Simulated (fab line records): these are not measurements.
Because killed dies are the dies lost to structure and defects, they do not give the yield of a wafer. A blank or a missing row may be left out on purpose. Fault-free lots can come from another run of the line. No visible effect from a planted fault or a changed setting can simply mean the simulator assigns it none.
Chamber matching :: flow nandHarc :: NHARC_P_M1_CMP_23 on cmp-02 has 4 sister chambers
The step polishes, t overpolish 20 s, target thk 157.82 nm. 4 wafers are shown with their chamber, then 7 later ones without.

WAFERS PAIRED WITH THEIR CHAMBERS
wafer: L079.3
chamber: 3
motorCurrentA (A): 11.3

wafer: L083.6
chamber: 0
motorCurrentA (A): 9.9

wafer: L086.2
chamber: 2
motorCurrentA (A): 13.2

wafer: L086.3
chamber: 1
motorCurrentA (A): 13.0

WAFERS WITHOUT THEIR CHAMBER
wafer: L086.4
motorCurrentA (A): 10.6

wafer: L089.3
motorCurrentA (A): 10.7

wafer: L089.5
motorCurrentA (A): 11.8

wafer: L089.6
motorCurrentA (A): 12.6

wafer: L095.1
motorCurrentA (A): 12.2

wafer: L095.2
motorCurrentA (A): 11.1

wafer: L095.3
motorCurrentA (A): 12.9

WHICH CHAMBER EACH WENT THROUGH
wafer: L086.4
from the rows above: can't be placed: 0 or 3
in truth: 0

wafer: L089.3
from the rows above: can't be placed: 3 or 0
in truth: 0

wafer: L089.5
from the rows above: can't be placed: 3 or 1 or 2
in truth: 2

wafer: L089.6
from the rows above: can't be placed: 1 or 2 or 3
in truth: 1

wafer: L095.1
from the rows above: can't be placed: 1 or 3 or 2
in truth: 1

wafer: L095.2
from the rows above: can't be placed: 3 or 0
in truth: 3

wafer: L095.3
from the rows above: can't be placed: 1 or 2
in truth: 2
Correctly placed: 0 of 7. Not placeable from these rows: 7 (in 7, the candidates include the true chamber). Wrongly placed: 0.
How it was worked out, from the rows above alone: a wafer's distance from a chamber is the root of the sum, over the readings, of the square of ((its reading less the chamber's mean) divided by the reading's scatter). The wafer belongs to the nearest chamber; if the next one is less than 2 further off, it can't be placed. The mean given for a chamber averages the wafers shown for that chamber. The scatter: root of mean squared gap, hidden wafer to nearest shown wafer, with one shown wafer a chamber.
